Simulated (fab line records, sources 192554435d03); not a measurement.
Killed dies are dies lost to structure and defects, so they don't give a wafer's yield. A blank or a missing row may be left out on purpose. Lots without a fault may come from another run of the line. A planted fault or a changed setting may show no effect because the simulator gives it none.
Split-lot experiment | flow n5_finfet | 7 lots, 21 wafers read, on a route of 1938 steps

THE SPLIT
At N5_BEOL_M15_TRENCH_ETCH_34 (etches SiO2 in C4F8/O2/Ar, target depth 872.93 nm, time 199 s), the setting bias_w was moved away from the recipe's 2040 W on 8 of the 21 wafers read, by -4.7% to +12.7%. The other wafers ran this setting at the recipe's value.

The reading is taken at the split's own step.

THE READING
rf_vpp_V, in V, at N5_BEOL_M15_TRENCH_ETCH_34 (etches SiO2 in C4F8/O2/Ar, target depth 872.93 nm, time 199 s). Fault-free wafers of this fab line usually give 2223 V, standard deviation 65 V.

wafer  | tool, chamber at the split | bias_w as run, W | against the recipe | rf_vpp_V, V | against lot-mates on the recipe
L077.1 | rie_diel-02, 0             | 2040             | recipe             | 2246        | -
L077.2 | rie_diel-02, 2             | 2040             | recipe             | 2255        | -
L077.5 | rie_diel-02, 0             | 2040             | recipe             | 2245        | -
L078.1 | rie_diel-03, 0             | 2192             | +7.5%              | 2285        | +86
L078.4 | rie_diel-03, 3             | 2192             | +7.5%              | 2360        | +161
L078.6 | rie_diel-03, 1             | 2040             | recipe             | 2199        | -
L086.2 | rie_diel-03, 2             | 2040             | recipe             | 2165        | -
L086.4 | rie_diel-03, 0             | 2040             | recipe             | 2172        | -
L086.5 | rie_diel-03, 2             | 2040             | recipe             | 2166        | -
L087.2 | rie_diel-03, 2             | 2040             | recipe             | 2166        | -
L087.3 | rie_diel-03, 3             | 2201             | +7.9%              | 2366        | +200
L087.5 | rie_diel-03, 2             | 2201             | +7.9%              | 2284        | +118
L093.1 | rie_diel-02, 0             | 2300             | +12.7%             | 2438        | +209
L093.2 | rie_diel-02, 2             | 2040             | recipe             | 2292        | -
L093.6 | rie_diel-02, 3             | 2040             | recipe             | 2166        | -
L094.3 | rie_diel-02, 3             | 2040             | recipe             | 2166        | -
L094.4 | rie_diel-02, 3             | 2277             | +11.6%             | 2340        | +174
L094.5 | rie_diel-02, 2             | 2277             | +11.6%             | 2472        | +306
L097.3 | rie_diel-03, 0             | 1945             | -4.7%              | 2099        | -115
L097.4 | rie_diel-03, 3             | 2040             | recipe             | 2214        | -
L097.6 | rie_diel-03, 3             | 2040             | recipe             | 2214        | -

THE FIT
A straight line over all 21 wafers: rf_vpp_V changes by +17.4 V for each +1% of bias_w; r = +0.89; the points scatter about the line by 45 V.
The same after taking each lot's own level away (the mean of its wafers on the recipe; 21 wafers): +19.3 V for each +1%; r = +0.94; scatter 37 V.
On that fit, the largest move of bias_w shifts the reading by 2.5e+02 V.
The lots' own levels span 2166.0 to 2248.7 V, that is 1.3 times the standard deviation above.
So the lot-to-lot level changes the slope little: the two slopes agree.
Check: with one of the wafers moved furthest among these (+12.7%) left out of the fit, the line predicts +253 V for it against its lot-mates. It came out at +209 V against them.
Tool readings at the split's step, against how far the setting was moved: rf_vpp_V r = +0.89.

OTHER SPLITS ON THESE WAFERS
These wafers also went through other splits before the reading. Each is held against what the fit with the lots' levels taken away leaves over:
other split on the same wafers | wafers away from the commonest value | r with rf_vpp_V (lot level and that fit taken away)
N5_BEOL_M12_EXPOSE_07 dose_mj  | 6                                    | +0.31
N5_BEOL_M13_SPUTTER_44 time_s  | 6                                    | +0.10

THE FILE'S OWN FIT
rf_vpp_V changes by +18.7 V for each +1% of bias_w, r = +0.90.
